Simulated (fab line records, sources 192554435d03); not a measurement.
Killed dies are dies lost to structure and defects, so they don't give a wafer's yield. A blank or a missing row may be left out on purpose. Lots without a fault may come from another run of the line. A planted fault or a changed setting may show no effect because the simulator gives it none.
fab line records | flow n5_finfet
record lots=6 wafers=17 last_day=18
route steps=1938 shown FIN_SAQP@113 BEOL_M4@1111 PASSIVATION@1936
lots that met no fault: from a run of the same line without faults
start_h: hours from the record's first day to the start of the lot's first wafer shown | wait_h: hours since the lot's step before | " the same as in the row above | L1.1+2: a row that stands for several wafers | - no value, or no start given | * or withheld: withheld | < > ~ a bound
route shown NAME@n: a module of which the file shows steps, and the number in the route of the first | usual: mean/standard deviation of fault-free wafers | same: alike in all rows | chamber/n: place in a boat | sites: the reading at each site | _std_site: their standard deviation | _edge_site: outer sites' mean less inner sites' | radius_mm: how far each site lies from the wafer's centre | mask NAME#n: copy n | behind: the tool/chamber that last shaped the wafer | hold: why the lot was held/for how many hours/how that ended | device: the transistor (n, p or np) that didn't switch | end of line: the same wafers' tests at the end of the route | a step without rows: its recipe alone | killed: dies lost to structure and defects at the first sort, not the wafer's yield | map: a wafer's dies, x killed, . not, _ none there
set.NAME: the setting as run; set.NAME@STEP: as run at that earlier step | model.NAME: the simulator's own value behind a step, which no gauge read
lots at some steps of the route; a table a step, a row a wafer
services: from which hour (start_h, from the record's first day; less than 0 if before it) a tool's chamber was out of use, for how many hours, and why
## steps
# step N5_FIN_SAQP_INSPECT_18
# recipe mode=adi inspect_instrument=brightfield
# usual raw_defect_count=412/120
# columns lot.wafer tool chamber start_h wait_h raw_defect_count
L731.1 defect_inspect-01 - 57.42 0.0 279
L731.5 " - " " 218
L731.6 " - " " 363
L732.2 defect_inspect-01 - 63.55 0.0 635
L732.3 " - " " 531
L732.4 " - " " 710
L740.1 defect_inspect-02 - 112.87 0.0 368
L740.3 " - " " 261
L741.1 defect_inspect-01 - 118.79 0.0 414
L741.2 " - " " 408
L741.3 " - " " 320
L745.1 defect_inspect-02 - 141.91 0.0 557
L745.5 " - " " 551
L745.6 " - " " 485
L748.1 defect_inspect-02 - 159.63 0.0 394
L748.3 " - " " 410
L748.6 " - " " 343
# step N5_FIN_SAQP_DESCUM_21
# recipe chemistry=O2 time_s=7.9 source_power_w=50 bias_power_w=20 pressure_mtorr=20 rf_frequency_hz=2.712e+07 temp_c=40 resist=CAR-ArF o2_flow_sccm=225
# usual bias_power_w=20.02/0.056 drypump_motor_current_A=5.6/0.43 oes_product_au=0.78/0.096 rf_vpp_V=243.3/1.2 showerhead_plenum_p_Torr=2.09/0.062 throttle_valve_pct=20.3/0.32
# columns lot.wafer tool chamber start_h wait_h bias_power_w drypump_motor_current_A oes_product_au rf_hours_counter_h rf_vpp_V showerhead_plenum_p_Torr throttle_valve_pct
L731.1 rie_diel-01 0 57.69 0.3 20.01 5.7 0.77 132 243.9 2.18 20.2
L731.5 " 1 " " 20.03 5.6 0.70 - 243.6 2.17 20.2
L731.6 " 0 " " 20.10 5.7 0.77 - 243.5 2.18 20.2
L732.2 rie_diel-04 3 63.58 0.0 20.07 5.6 0.71 202 244.1 2.17 20.6
L732.3 " 1 " " 20.06 5.2 0.70 235 241.1 1.99 20.7
L732.4 " 2 " " 20.09 4.9 0.92 13 244.7 2.14 20.1
L740.1 rie_diel-02 2 112.91 0.0 20.06 6.2 0.97 0 244.0 2.06 19.9
L740.3 " 1 " " 19.99 5.4 0.84 55 243.4 2.05 19.9
L741.1 rie_diel-01 3 118.82 0.0 20.00 4.8 0.80 71 243.8 2.08 19.7
L741.2 " 2 " " 19.96 5.6 1.00 2 244.0 2.14 20.3
L741.3 " 1 " " 19.95 5.5 0.68 241 242.2 2.16 20.3
L745.1 rie_diel-01 0 141.95 0.0 19.95 5.7 0.74 162 244.5 2.17 20.2
L745.5 " 2 " " 20.01 5.6 0.96 - 245.4 2.13 20.3
L745.6 " 3 " " 20.00 4.8 0.78 - 244.9 2.08 19.7
L748.1 rie_diel-02 1 159.82 0.2 19.99 5.4 0.82 72 241.8 2.04 20.0
L748.3 " 2 " " 20.01 6.2 0.89 18 242.3 2.05 19.9
L748.6 " 0 " " 20.05 6.2 0.94 - 243.5 2.02 20.3
# step N5_FIN_SAQP_ETCH_51
# recipe chemistry=CF4 target=SiARC target_depth_a=455 mask_material=CAR-ArF time_s=75.8 ion_energy_ev=80 pressure_mtorr=40 source_w=545 bias_w=36 Ar_flow_sccm=100 cf4_flow_sccm=100 ends=cleared
# usual drypump_motor_current_A=5.6/0.43 etch_rf_on_time_s=75.6/2.7 oes_product_au=0.67/0.081 rf_vpp_V=184.2/1.1 showerhead_plenum_p_Torr=2.15/0.059 throttle_valve_pct=15.5/0.35
# columns lot.wafer tool chamber start_h wait_h drypump_motor_current_A etch_rf_on_time_s oes_product_au rf_hours_counter_h rf_vpp_V showerhead_plenum_p_Torr throttle_valve_pct
L731.1 rie_diel-01 0 57.72 0.0 5.6 76.4 0.65 132 186.4 2.24 15.5
L731.5 " 1 " " 5.5 78.2 0.59 - 184.2 2.20 15.4
L731.6 " 0 " " 5.7 76.0 0.65 - 185.6 2.24 15.5
L732.2 rie_diel-04 3 63.62 0.0 5.6 70.3 0.64 202 185.1 2.22 15.8
L732.3 " 1 " " 5.1 71.9 0.61 235 182.6 2.04 15.9
L732.4 " 2 " " 5.0 75.4 0.79 13 184.4 2.18 15.1
L740.1 rie_diel-02 2 112.94 0.0 6.2 78.7 0.81 0 181.2 2.12 15.1
L740.3 " 1 " " 5.4 75.4 0.72 55 182.6 2.08 15.1
L741.1 rie_diel-01 3 118.86 0.0 4.8 75.5 0.69 71 184.9 2.16 15.1
L741.2 " 2 " " 5.6 72.6 0.84 2 184.1 2.19 15.4
L741.3 " 1 " " 5.5 79.2 0.57 241 185.6 2.19 15.5
L745.1 rie_diel-01 0 141.98 0.0 5.7 76.0 0.62 162 185.3 2.23 15.6
L745.5 " 2 " " 5.6 72.0 0.81 - 183.8 2.19 15.4
L745.6 " 3 " " 4.8 76.1 0.68 - 184.0 2.15 15.1
L748.1 rie_diel-02 1 159.85 0.0 5.4 76.0 0.69 72 184.9 2.07 15.1
L748.3 " 2 " " 6.2 79.5 0.75 18 184.9 2.12 15.1
L748.6 " 0 " " 6.2 71.2 0.82 - 183.9 2.10 15.7
# step N5_FIN_SAQP_ETCH_52
# recipe chemistry=N2/H2 target=SOC target_depth_a=1000 overetch_a=200 mask_material=SiARC temp_c=40 time_s=150 ion_energy_ev=200 pressure_mtorr=30 source_w=840 bias_w=150 n2_flow_sccm=200 h2_flow_sccm=200 ends=end_point
# usual drypump_motor_current_A=5.6/0.43 oes_product_au=0.70/0.082 rf_vpp_V=524.2/2.2 showerhead_plenum_p_Torr=2.55/0.074 throttle_valve_pct=17.75/0.25
# columns lot.wafer tool chamber start_h wait_h drypump_motor_current_A oes_product_au rf_hours_counter_h rf_vpp_V showerhead_plenum_p_Torr throttle_valve_pct
L731.1 rie_diel-01 0 57.78 0.0 5.7 0.67 132 526.7 2.66 17.62
L731.5 " 1 " " 5.5 0.63 - 527.3 2.61 17.58
L731.6 " 0 " " 5.7 0.68 - 526.2 2.66 17.62
L732.2 rie_diel-04 3 63.67 0.0 5.6 0.64 202 528.1 2.63 17.98
L732.3 " 1 " " 5.2 0.62 235 519.6 2.43 18.14
L732.4 " 2 " " 5.0 0.82 13 526.7 2.61 17.66
L740.1 rie_diel-02 2 113.00 0.0 6.2 0.88 0 522.9 2.51 17.29
L740.3 " 1 " " 5.4 0.75 55 521.2 2.48 17.42
L741.1 rie_diel-01 3 118.92 0.0 4.8 0.72 71 525.8 2.58 17.50
L741.2 " 2 " " 5.6 0.86 2 525.8 2.60 17.62
L741.3 " 1 " " 5.6 0.61 241 525.0 2.60 17.61
L745.1 rie_diel-01 0 142.04 0.0 5.6 0.67 162 526.7 2.65 17.67
L745.5 " 2 " " 5.6 0.82 - 524.6 2.60 17.63
L745.6 " 3 " " 4.8 0.72 - 525.1 2.57 17.50
L748.1 rie_diel-02 1 159.91 0.0 5.4 0.73 72 521.7 2.47 17.47
L748.3 " 2 " " 6.2 0.81 18 521.8 2.50 17.34
L748.6 " 0 " " 6.2 0.83 - 523.0 2.48 17.80
# step N5_FIN_SAQP_STRIP_53
# recipe chemistry=N2/H2 temp_c=40 n2_flow_sccm=200 h2_flow_sccm=200 rf_frequency_hz=6e+07
# step N5_FIN_SAQP_HM_OPEN_73
# recipe chemistry=CHF3/O2 target=SiO2 stop_on=a-Si target_depth_a=120 over_etch_frac=1.8 mask_material=SOC time_s=16.8 pressure_mtorr=30 source_w=650 bias_w=170 Ar_flow_sccm=200 CHF3_flow_sccm=50 O2_flow_sccm=5 ion_energy_ev=200 ends=end_point
# step N5_FIN_SAQP_STRIP_74
# recipe chemistry=CHF3/O2 resist=SiARC rf_frequency_hz=6e+07
# step N5_FIN_SAQP_MANDREL_ETCH_22
# recipe target_depth_a=600 chemistry=HBr/Cl2 target=a-Si stop_on=SiNx bt_time_s=10 over_etch_frac=0.5 time_s=30 pressure_mtorr=10 icp_w=800 bias_w=75 HBr_flow_sccm=150 Cl2_flow_sccm=80 ends=end_point
# step N5_FIN_SAQP_STRIP_55
# recipe chemistry=N2/H2 power_w=500 temp_c=40 pressure_mtorr=50 rf_frequency_hz=6e+07 overash_fraction=0.3 bias_power_w=28 h2_frac=0.5 n2_flow_sccm=300 h2_flow_sccm=300
# usual bias_power_w=28.01/0.087 drypump_motor_current_A=5.5/0.41 oes_product_au=0.77/0.096 rf_vpp_V=121.9/1.5 showerhead_plenum_p_Torr=3.37/0.095 throttle_valve_pct=18.90/0.25
# columns lot.wafer tool chamber start_h wait_h bias_power_w drypump_motor_current_A oes_product_au rf_hours_counter_h rf_vpp_V showerhead_plenum_p_Torr throttle_valve_pct
L731.1 rie_diel-04 2 58.07 0.1 28.02 5.0 0.93 11 120.5 3.45 19.33
L731.5 " 1 " " 28.08 5.2 0.70 - 124.1 3.21 19.14
L731.6 " 2 " " 28.03 5.0 0.92 - 122.8 3.45 19.32
L732.2 rie_diel-04 0 63.96 0.1 28.11 5.9 0.71 210 120.9 3.30 18.75
L732.3 " 1 " " 27.96 5.2 0.70 235 120.3 3.21 19.16
L732.4 " 3 " " 28.07 5.6 0.72 202 123.5 3.47 18.99
L740.1 rie_diel-01 0 113.29 0.1 27.81 5.7 0.74 153 122.7 3.50 18.46
L740.3 " 3 " " 27.99 4.8 0.79 69 122.7 3.40 18.87
L741.1 rie_diel-01 3 119.22 0.1 28.10 4.8 0.80 72 120.2 3.40 18.90
L741.2 " 1 " " 28.11 5.6 0.69 242 124.0 3.43 19.06
L741.3 " 2 " " 28.09 5.6 0.99 3 122.5 3.43 18.61
L745.1 rie_diel-04 0 142.33 0.1 27.95 5.8 0.67 242 121.4 3.28 18.77
L745.5 " 0 " " 27.96 5.9 0.67 - 121.8 3.28 18.80
L745.6 " 3 " " 28.05 5.6 0.69 - 121.2 3.45 19.01
L748.1 rie_diel-02 1 160.20 0.1 27.82 5.4 0.81 72 118.9 3.27 19.05
L748.3 " 2 " " 27.97 6.2 0.88 18 122.5 3.30 18.45
L748.6 " 1 " " 27.91 5.4 0.80 - 120.2 3.26 19.06
# step N5_FIN_SAQP_STRIP_23
# recipe chemistry=SPM time_s=750 temp_c=130 h2so4_h2o2_vol_ratio=4
# step N5_FIN_SAQP_SRD_66
# recipe dry=ipa_marangoni time_s=30 temp_c=23 rinse_liquid=diw
# step N5_FIN_SAQP_RECESS_75
# recipe chemistry=HF/NH3 target=SiO2 target_depth_a=144 afs_cycles=3 temp_c=30 sublimation_temp_c=180 sublimation_time_s=60
# usual drypump_motor_current_A=5.59/0.11
# columns lot.wafer tool chamber start_h wait_h drypump_motor_current_A
L731.1 vapor_etch-01 0 58.39 0.0 5.65
L731.5 " 1 " " 5.64
L731.6 " 0 " " 5.65
L732.2 vapor_etch-02 0 64.29 0.0 5.39
L732.3 " 0 " " 5.38
L732.4 " 1 " " 5.52
L740.1 vapor_etch-01 0 113.63 0.0 5.68
L740.3 " 0 " " 5.68
L741.1 vapor_etch-01 0 119.54 0.0 5.66
L741.2 " 1 " " 5.62
L741.3 " 0 " " 5.68
L745.1 vapor_etch-01 0 142.65 0.0 5.66
L745.5 " 1 " " 5.63
L745.6 " 0 " " 5.69
L748.1 vapor_etch-01 0 160.52 0.0 5.69
L748.3 " 0 " " 5.69
L748.6 " 0 " " 5.69
# step N5_FIN_SAQP_SPACER1_ALD_24
# recipe material=SiO2 target_thk_a=203 temp_c=300 ald_precursor_family=BDEAS ald_co_reactant=O2-plasma pulse_time_s=1 purge_time_s=2 co_reactant_purge_time_s=2 ald_cycles=218 pressure_torr=2
# usual heater_power_w=472/58 precursor_pulse_height_rel=1.003/0.019 susceptor_temp_C=299.97/0.22
# columns lot.wafer tool chamber start_h wait_h heater_power_w precursor_pulse_height_rel susceptor_temp_C model.SiO2_of_FIN_SAQP_SPACER1_ALD_24.thk_nm
L731.1 ald_sin-04 3 58.77 0.3 485 1.033 299.70 20.4
L731.5 " 3 " " 499 1.007 299.87 20.4
L731.6 " 2 " " 438 0.989 299.99 20.4
L732.2 ald_sin-01 2 64.84 0.4 515 0.987 300.12 20.4
L732.3 " 3 " " 554 1.016 300.00 20.4
L732.4 " 1 " " 391 1.005 300.09 20.4
L740.1 ald_sin-01 2 114.01 0.3 525 0.969 300.39 20.2
L740.3 " 1 " " 390 0.988 299.90 20.4
L741.1 ald_sin-04 0 119.93 0.3 505 0.988 317.19 19.6
L741.2 " 2 " " 489 0.997 317.00 20
L741.3 " 3 " " 575 1.016 317.01 19.8
L745.1 ald_sin-04 1 143.04 0.3 672 1.028 316.45 19.8
L745.5 " 1 " " 650 0.972 316.47 19.8
L745.6 " 2 " " 482 1.028 317.29 20
L748.1 ald_sin-03 1 160.91 0.3 455 1.008 300.00 20.4
L748.3 " 0 " " 417 1.029 299.83 20.4
L748.6 " 1 " " 457 1.023 300.21 20.4
# step N5_FIN_SAQP_SPACER1_ETCHBACK_25
# recipe chemistry=CHF3/O2 mode=anisotropic_etchback target=SiO2 target_depth_a=244 time_s=12.2 pressure_mtorr=30 source_w=650 bias_w=170 Ar_flow_sccm=200 CHF3_flow_sccm=50 O2_flow_sccm=5 ion_energy_ev=200
# step N5_FIN_SAQP_MANDREL1_REMOVE_56
# recipe chemistry=HBr/Cl2/O2 bt_time_s=10 target=a-Si stop_on=SiNx endpoint=OES-SiCl over_etch_frac=1 icp_w=600 bias_w=22 HBr_flow_sccm=150 Cl2_flow_sccm=80 O2_flow_sccm=5 pressure_mtorr=10
# usual drypump_motor_current_A=5.5/0.42 he_backside_leak_sccm=2.6/0.35 oes_product_au=1.003/0.022 throttle_valve_pct=36.5/0.4
# same bt_time_s=10
# columns lot.wafer tool chamber start_h wait_h drypump_motor_current_A he_backside_leak_sccm oes_product_au rf_hours_counter_h throttle_valve_pct model.FIN_SAQP.cd_nm
L731.1 rie_si-02 2 59.58 0.1 4.9 2.5 0.970 49 36.8 20.6
L731.5 " 1 " " 5.5 3.5 1.014 - 36.4 20.4
L731.6 " 2 " " 4.9 2.5 0.969 - 36.8 20.6
L732.2 rie_si-01 2 65.75 0.1 6.2 2.2 1.016 0 35.8 20.4
L732.3 " 0 " " 5.4 2.5 0.996 30 35.9 20.4
L732.4 " 3 " " 6.0 2.3 0.987 49 37.0 20.4
L740.1 rie_si-01 0 114.92 0.1 5.4 2.4 0.988 31 35.9 20.2
L740.3 " 3 " " 6.0 2.2 0.977 50 37.0 20.4
L741.1 rie_si-04 3 120.73 0.1 5.2 2.4 1.022 7 36.3 19.6
L741.2 " 2 " " 4.7 3.1 1.041 196 36.4 20
L741.3 " 1 " " 5.9 3.2 1.009 61 36.7 19.8
L745.1 rie_si-01 1 143.84 0.1 5.9 2.5 0.980 10 37.0 19.8
L745.5 " 2 " " 6.1 2.5 1.009 - 35.8 19.8
L745.6 " 1 " " 5.9 2.4 0.982 - 37.0 20
L748.1 rie_si-01 3 161.74 0.1 6.0 2.3 0.973 51 37.0 20.4
L748.3 " 2 " " 6.2 2.3 1.019 2 35.8 20.4
L748.6 " 1 " " 5.8 2.6 0.987 - 37.0 20.4
# step N5_FIN_SAQP_CD_MEAS_27
# recipe target_cd_nm=20 landing_energy_ev=1000 detector=se_inlens polarity=line
# usual cd_nm=20.34/0.24
# columns lot.wafer tool chamber start_h wait_h cd_nm
L731.1 cd_sem-02 0 59.69 0.1 20.58
L731.5 " 0 " " 19.99
L731.6 " 0 " " 20.66
L732.2 cd_sem-03 0 65.86 0.1 20.55
L732.3 " 0 " " 20.53
L732.4 " 0 " " 20.23
L740.1 cd_sem-03 0 115.03 0.1 20.26
L740.3 " 0 " " 20.40
L741.1 cd_sem-01 0 120.84 0.1 19.82
L741.2 " 0 " " 20.02
L741.3 " 0 " " 19.74
L745.1 cd_sem-03 0 143.95 0.1 19.44
L745.5 " 0 " " 20.14
L745.6 " 0 " " 19.85
L748.1 cd_sem-01 0 161.85 0.1 20.61
L748.3 " 0 " " 20.56
L748.6 " 0 " " 20.58
# step N5_BEOL_M4_RC_MEAS_101
# usual DIBL_N=36.2/2.2 DIBL_P=36.5/3 IOFF_N=0.16/0.039 IOFF_P=0.22/0.047 ION_N=675/15 ION_P=463/10 SS_N=71.6/0.71 SS_P=73.4/0.94 VT_N=250/3.6 VT_P=-250/3.9
# columns lot.wafer tool chamber start_h wait_h DIBL_N[mV/V] DIBL_P[mV/V] IOFF_N[nA/um] IOFF_P[nA/um] ION_N[uA/um] ION_P[uA/um] SS_N[mV/dec] SS_P[mV/dec] VT_N[mV] VT_P[mV]
L731.1 prober-02 0 200.80 0.0 36.8 38.3 0.19 0.26 665 460 72.2 75.0 245 -245
L731.5 " 0 " " 39.2 40.2 0.23 0.30 683 463 72.6 75.2 247 -246
L731.6 " 0 " " 37.2 38.9 0.19 0.28 673 465 71.4 75.3 249 -246
L732.2 prober-01 0 214.36 0.2 35.8 35.9 0.12 0.17 674 466 71.3 72.5 256 -253
L732.3 " 0 " " 34.1 33.8 0.11 0.16 676 470 70.5 71.8 253 -254
L732.4 " 0 " " 37.2 38.1 0.16 0.21 682 468 71.1 73.5 250 -252
L741.1 prober-02 0 271.97 0.0 34.3 34.9 0.12 0.18 655 455 70.4 72.6 251 -252
L741.2 " 0 " " 36.5 38.4 0.16 0.25 665 465 72.4 74.0 250 -249
L741.3 " 0 " " 34.4 34.6 0.11 0.15 654 454 71.1 72.7 257 -253
L740.1 prober-01 0 274.10 0.0 37.9 35.5 0.14 0.19 659 453 71.6 74.8 253 -252
L740.3 " 0 " " 34.2 31.7 0.10 0.14 668 456 70.4 73.0 256 -254
L745.1 prober-01 0 286.71 0.0 37.5 38.6 0.20 0.27 690 479 72.5 74.1 246 -246
L745.5 " 0 " " 35.1 35.7 0.15 0.24 664 463 71.5 73.5 251 -247
L745.6 " 0 " " 35.6 35.9 0.15 0.22 662 453 72.2 72.6 249 -248
L748.1 prober-01 0 320.94 0.0 35.6 36.6 0.16 0.21 669 460 72.2 72.8 250 -250
L748.3 " 0 " " 35.7 37.9 0.18 0.23 693 476 71.6 73.7 247 -250
L748.6 " 0 " " 36.3 39.2 0.19 0.26 685 473 72.2 73.8 248 -248
# step N5_PASSIVATION_PROBE_49
# usual defect_limited_yield=91.5/1.5 killed_at_M0_to_M3=32/10 killed_at_M4_up=13/4.9 killed_at_contacts=13/6.1 killed_at_front_end=38/11 killed_at_other=3/3.2 killed_dies=101/18 killed_open=66/13 killed_short=32/8.3 sort_bin_5_function=5.0/1 sort_bin_6_memory=3.2/0.74 sort_bin_8_speed=0.1/1.1 sort_n_pass=1078/22
# same gross_dies=1180 killed_at_back_side=0 sort_bin_4_leakage[%]=0
# columns lot.wafer tool chamber start_h wait_h defect_limited_yield[%] killed_at_M0_to_M3 killed_at_M4_up killed_at_contacts killed_at_front_end killed_at_other killed_dies killed_open killed_short sort_bin_5_function[%] sort_bin_6_memory[%] sort_bin_8_speed[%] sort_n_pass
L731.1 prober-01 - 311.47 0.0 88.9 36 11 6 75 3 131 87 39 6.8 4.0 0 1049
L731.5 prober-01 - 311.67 0.2 91.4 39 12 10 32 9 102 70 25 5.9 2.5 0 1078
L731.6 prober-01 - 311.72 0.3 89.2 36 13 18 59 2 128 76 48 5.7 4.9 0 1052
L732.2 prober-02 - 326.77 0.1 88.1 44 15 19 61 2 141 84 54 7.1 4.4 0 1039
L732.3 prober-02 - 326.82 0.1 90.1 33 17 15 48 4 117 84 27 5.4 3.7 0 1063
L732.4 prober-02 - 326.87 0.2 88.6 52 15 19 45 4 135 90 41 6.9 3.8 0 1045
L741.1 prober-01 - 386.73 0.0 91.3 27 16 7 48 5 103 69 33 5.3 3.3 0 1077
L741.2 prober-01 - 386.78 0.1 92.5 25 16 2 36 10 89 55 33 4.9 2.3 0 1091
L741.3 prober-01 - 386.83 0.1 91.3 27 14 6 54 2 103 66 33 4.4 3.8 0 1077
L745.1 prober-01 - 402.25 0.0 91.9 29 22 16 23 5 95 71 23 4.7 3.1 0 1085
L745.5 prober-01 - 402.45 0.2 93.1 36 15 6 24 1 82 57 25 4.2 2.5 0 1098
L745.6 prober-01 - 402.50 0.3 90.3 34 23 9 38 10 114 79 31 5.2 3.7 0 1066
# killed by level:class
L731.1 STI_FIN_REVEAL:geometric_particle:open=29 FIN_SAQP:geometric_particle:open=10 FIN_SAQP:geometric_particle:short=10 BEOL_M0:geometric_particle:open=10 BEOL_M4:geometric_particle:open=9 BEOL_M0_SAQP:geometric_particle:short=8 BEOL_M0_SAQP:geometric_particle:open=7 GATE_CUT:geometric_particle:open=5
L731.5 STI_FIN_REVEAL:geometric_particle:open=11 MOL_CONTACT_COAG:geometric_particle:open=9 BEOL_M0_SAQP:geometric_particle:open=9 FIN_SAQP:geometric_particle:open=5 BEOL_M0:geometric_particle:open=5 BEOL_M2:geometric_particle:open=5 BEOL_M3:geometric_particle:open=5 BEOL_M2:geometric_particle:short=4
L731.6 FIN_SAQP:geometric_particle:open=17 FIN_SAQP:geometric_particle:short=16 MOL_CONTACT_COAG:geometric_particle:open=15 BEOL_M0_SAQP:geometric_particle:short=12 STI_FIN_REVEAL:geometric_particle:open=11 BEOL_M0_SAQP:geometric_particle:open=10 BEOL_M2:geometric_particle:open=6 BEOL_M4:geometric_particle:open=5
L732.2 MOL_CONTACT_COAG:geometric_particle:open=17 FIN_SAQP:geometric_particle:short=15 STI_FIN_REVEAL:geometric_particle:open=13 FIN_SAQP:geometric_particle:open=11 BEOL_M0_SAQP:geometric_particle:short=8 BEOL_M3:geometric_particle:open=8 BEOL_M2:geometric_particle:open=7 BEOL_M2:geometric_particle:short=7
L732.3 STI_FIN_REVEAL:geometric_particle:open=20 MOL_CONTACT_COAG:geometric_particle:open=14 BEOL_M3:geometric_particle:open=11 FIN_SAQP:geometric_particle:short=6 BEOL_M0_SAQP:geometric_particle:short=6 HKMG_FIN:area_etch=6 BEOL_M3:geometric_particle:short=5 BEOL_M4:geometric_particle:open=5
L732.4 MOL_CONTACT_COAG:geometric_particle:open=17 BEOL_M0_SAQP:geometric_particle:open=13 STI_FIN_REVEAL:geometric_particle:open=11 BEOL_M3:geometric_particle:open=10 FIN_SAQP:geometric_particle:open=9 BEOL_M0_SAQP:geometric_particle:short=9 BEOL_M1:geometric_particle:open=8 FIN_SAQP:geometric_particle:short=5
L741.1 FIN_SAQP:geometric_particle:short=11 STI_FIN_REVEAL:geometric_particle:open=10 FIN_SAQP:geometric_particle:open=8 BEOL_M2:geometric_particle:open=8 BEOL_M1:geometric_particle:open=7 BEOL_M4:geometric_particle:open=6 GATE_CUT:geometric_particle:short=5 MOL_CONTACT_COAG:geometric_particle:open=5
L741.2 FIN_SAQP:geometric_particle:short=8 STI_FIN_REVEAL:geometric_particle:open=7 FIN_SAQP:geometric_particle:open=6 BEOL_M1:geometric_particle:open=6 MIM_TOP_ETCH:geometric_particle:open=5 DUMMY_GATE:geometric_particle:open=4 BEOL_M0_SAQP:geometric_particle:open=4 BEOL_M2:geometric_particle:open=4
L741.3 STI_FIN_REVEAL:geometric_particle:open=19 GATE_CUT:geometric_particle:open=8 FIN_SAQP:geometric_particle:short=7 BEOL_M3:geometric_particle:open=7 BEOL_M4:geometric_particle:open=7 GATE_CUT:geometric_particle:short=6 BEOL_M2:geometric_particle:open=5 STI_FIN_REVEAL:geometric_particle:short=4
L745.1 BEOL_M4:geometric_particle:open=13 MOL_CONTACT_COAG:geometric_particle:open=12 BEOL_M1:geometric_particle:open=8 BEOL_M3:geometric_particle:open=7 BEOL_M0_SAQP:geometric_particle:open=6 DUMMY_GATE:geometric_particle:open=5 MOL_CONTACT_COAG:geometric_particle:short=4 BEOL_M0_SAQP:geometric_particle:short=4
L745.5 BEOL_M0_SAQP:geometric_particle:open=7 BEOL_M4:geometric_particle:open=7 BEOL_M0_SAQP:geometric_particle:short=6 BEOL_M3:geometric_particle:open=6 FIN_SAQP:geometric_particle:open=5 MOL_CONTACT_COAG:geometric_particle:open=5 BEOL_M1:geometric_particle:open=5 BEOL_M1:geometric_particle:short=5
L745.6 BEOL_M0_SAQP:geometric_particle:open=10 BEOL_M4:geometric_particle:open=10 FIN_SAQP:geometric_particle:short=8 MOL_CONTACT_COAG:geometric_particle:open=8 STARTING-WAFER:geometric_particle:open=6 BEOL_M1:geometric_particle:open=6 BEOL_M2:geometric_particle:open=6 MIM_TOP_ETCH:geometric_particle:open=6
## services
# columns tool chamber start_h hours kind
rie_si-02 3 56.79 51.3 repair
ald_sin-01 0 56.98 3.5 repair
rie_diel-01 2 80.94 - clean
rie_diel-01 2 80.94 - consumable_replace:focus_ring
rie_diel-01 2 80.94 28.7 scheduled_down
rie_diel-01 2 80.94 28.7 vent_cycle
rie_diel-04 2 84.75 13.7 repair
ald_sin-01 - 86.31 14.0 pm
rie_diel-02 2 93.10 - clean
rie_diel-02 2 93.10 - consumable_replace:focus_ring
rie_diel-02 2 93.10 19.4 scheduled_down
rie_diel-02 2 93.10 19.4 vent_cycle
rie_diel-04 1 101.89 - clean
rie_diel-04 1 101.89 - consumable_replace:focus_ring
rie_diel-04 1 101.89 - consumable_replace:showerhead
rie_diel-01 0 114.92 6.0 repair
ald_sin-01 0 116.62 14.9 repair
rie_diel-01 1 139.95 - clean
rie_diel-01 1 139.95 - consumable_replace:focus_ring
rie_diel-01 1 139.95 16.9 scheduled_down
rie_diel-01 1 139.95 16.9 vent_cycle
rie_si-04 0 146.59 4.2 repair
rie_si-02 1 149.19 5.1 repair
rie_si-04 1 150.63 7.1 repair
## key
first_sign step=N5_FIN_SAQP_SPACER1_ALD_24 reading=susceptor_temp_C direction=up sigmas=78 usual=* struck=*
effect step=N5_FIN_SAQP_SPACER1_ALD_24 reading=heater_power_w direction=up sigmas=1.5 usual=* struck=*
effect step=N5_FIN_SAQP_CD_MEAS_27 reading=cd_nm direction=down sigmas=2.1 usual=20.34 struck=19.84
model_effect step=N5_FIN_SAQP_SPACER1_ALD_24 value=SiO2_of_FIN_SAQP_SPACER1_ALD_24.thk_nm without=20.3 struck=19.83
model_effect step=N5_FIN_SAQP_MANDREL1_REMOVE_56 value=FIN_SAQP.cd_nm without=20.27 struck=19.83
met_at N5_FIN_SAQP_SPACER1_ALD_24
struck_wafers L741.1,L741.2,L741.3,L745.1,L745.5,L745.6
onset_between 58.77 119.93
fault kind=process_parameter_drift tool=ald_sin-04 chamber=- onset_h=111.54 steps=N5_FIN_SAQP_SPACER1_ALD_24 channel=temp_c offset=* shape=step end_h=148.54 acts_in=* stated=*
